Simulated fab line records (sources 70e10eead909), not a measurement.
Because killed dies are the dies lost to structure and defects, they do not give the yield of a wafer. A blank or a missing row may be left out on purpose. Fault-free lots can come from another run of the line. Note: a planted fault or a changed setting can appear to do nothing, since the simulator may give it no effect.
Chamber matching || flow nand-harc || 4 sister chambers for NHARC_P_GATE_DESCUM_48 on rie-diel-06
The step chemistry O2, time 3 s. 4 wafers are shown with their chamber, then 7 later ones without.

## WAFERS, EACH WITH ITS CHAMBER
{"wafer": "L080.6", "chamber": 3, "showerhead-plenum-p-Torr (Torr)": 1.96}
{"wafer": "L085.5", "chamber": 0, "showerhead-plenum-p-Torr (Torr)": 1.81}
{"wafer": "L089.2", "chamber": 2, "showerhead-plenum-p-Torr (Torr)": 1.88}
{"wafer": "L089.3", "chamber": 1, "showerhead-plenum-p-Torr (Torr)": 1.81}

## WAFERS MISSING THEIR CHAMBER
{"wafer": "L089.4", "showerhead-plenum-p-Torr (Torr)": 1.96}
{"wafer": "L090.3", "showerhead-plenum-p-Torr (Torr)": 1.88}
{"wafer": "L090.4", "showerhead-plenum-p-Torr (Torr)": 1.96}
{"wafer": "L090.5", "showerhead-plenum-p-Torr (Torr)": 1.88}
{"wafer": "L091.2", "showerhead-plenum-p-Torr (Torr)": 1.88}
{"wafer": "L091.5", "showerhead-plenum-p-Torr (Torr)": 1.81}
{"wafer": "L091.6", "showerhead-plenum-p-Torr (Torr)": 1.80}

## WHICH CHAMBER EACH WENT THROUGH
{"wafer": "L089.4", "from the rows above": 3, "in truth": 3}
{"wafer": "L090.3", "from the rows above": 2, "in truth": 2}
{"wafer": "L090.4", "from the rows above": 3, "in truth": 3}
{"wafer": "L090.5", "from the rows above": 2, "in truth": 2}
{"wafer": "L091.2", "from the rows above": 2, "in truth": 2}
{"wafer": "L091.5", "from the rows above": "can't be placed: 0 or 1", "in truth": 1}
{"wafer": "L091.6", "from the rows above": "can't be placed: 0 or 1", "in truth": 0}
Correctly placed: 5 of 7. Not placeable from these rows: 2 (in 2, the candidates include the true chamber). Wrongly placed: 0.
How it was worked out, from the rows above alone: a wafer's distance from a chamber is the root of the sum, over the readings, of the square of ((its reading less the chamber's mean) divided by the reading's scatter). If the next closest chamber is less than 2 further off than the closest, the wafer can't be placed; otherwise it belongs to the closest. For every chamber, the mean is computed from those of its wafers that are shown. The scatter (one wafer shown for each chamber): square how far every hidden wafer sits from the nearest shown wafer, average those squares and take the square root.
